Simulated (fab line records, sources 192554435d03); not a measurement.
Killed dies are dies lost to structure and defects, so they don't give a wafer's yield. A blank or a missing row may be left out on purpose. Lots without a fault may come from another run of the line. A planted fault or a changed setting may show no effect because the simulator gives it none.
Chamber matching | flow n5_finfet | N5_ZERO_LAYER_DESCUM_16 on rie_diel-01: 4 sister chambers
The step chemistry O2, time 7.9 s. 4 wafers are shown with their chamber, then 10 later ones without.

WAFERS WITH THEIR CHAMBER
wafer  | chamber | drypump_motor_current_A (A)
L088.5 | 1       | 4.9
L091.1 | 0       | 6.7
L092.1 | 3       | 5.9
L092.4 | 2       | 6.0

WAFERS WITHOUT THEIR CHAMBER
wafer  | drypump_motor_current_A (A)
L092.5 | 6.7
L093.1 | 6.7
L093.2 | 4.9
L093.4 | 5.8
L095.1 | 4.9
L095.2 | 6.0
L095.3 | 5.9
L096.1 | 4.9
L096.3 | 6.0
L096.4 | 5.9

WHICH CHAMBER EACH WENT THROUGH
wafer  | from the rows above | in truth
L092.5 | 0                   | 0
L093.1 | 0                   | 0
L093.2 | 1                   | 1
L093.4 | 3                   | 3
L095.1 | 1                   | 1
L095.2 | 2                   | 2
L095.3 | 3                   | 3
L096.1 | 1                   | 1
L096.3 | 2                   | 2
L096.4 | 3                   | 3
Placed correctly: 10 of 10. Can't be placed from these rows: 0. Placed wrongly: 0.
How it was worked out, from the rows above alone: a wafer's distance from a chamber is the root of the sum, over the readings, of the square of ((its reading less the chamber's mean) divided by the reading's scatter). The wafer belongs to the nearest chamber; if the next one is less than 2 further off, it can't be placed. A chamber's mean is the mean of its shown wafers. The scatter: with one shown wafer a chamber, the root of the mean of the squares of how far each hidden wafer lies from its nearest shown one.
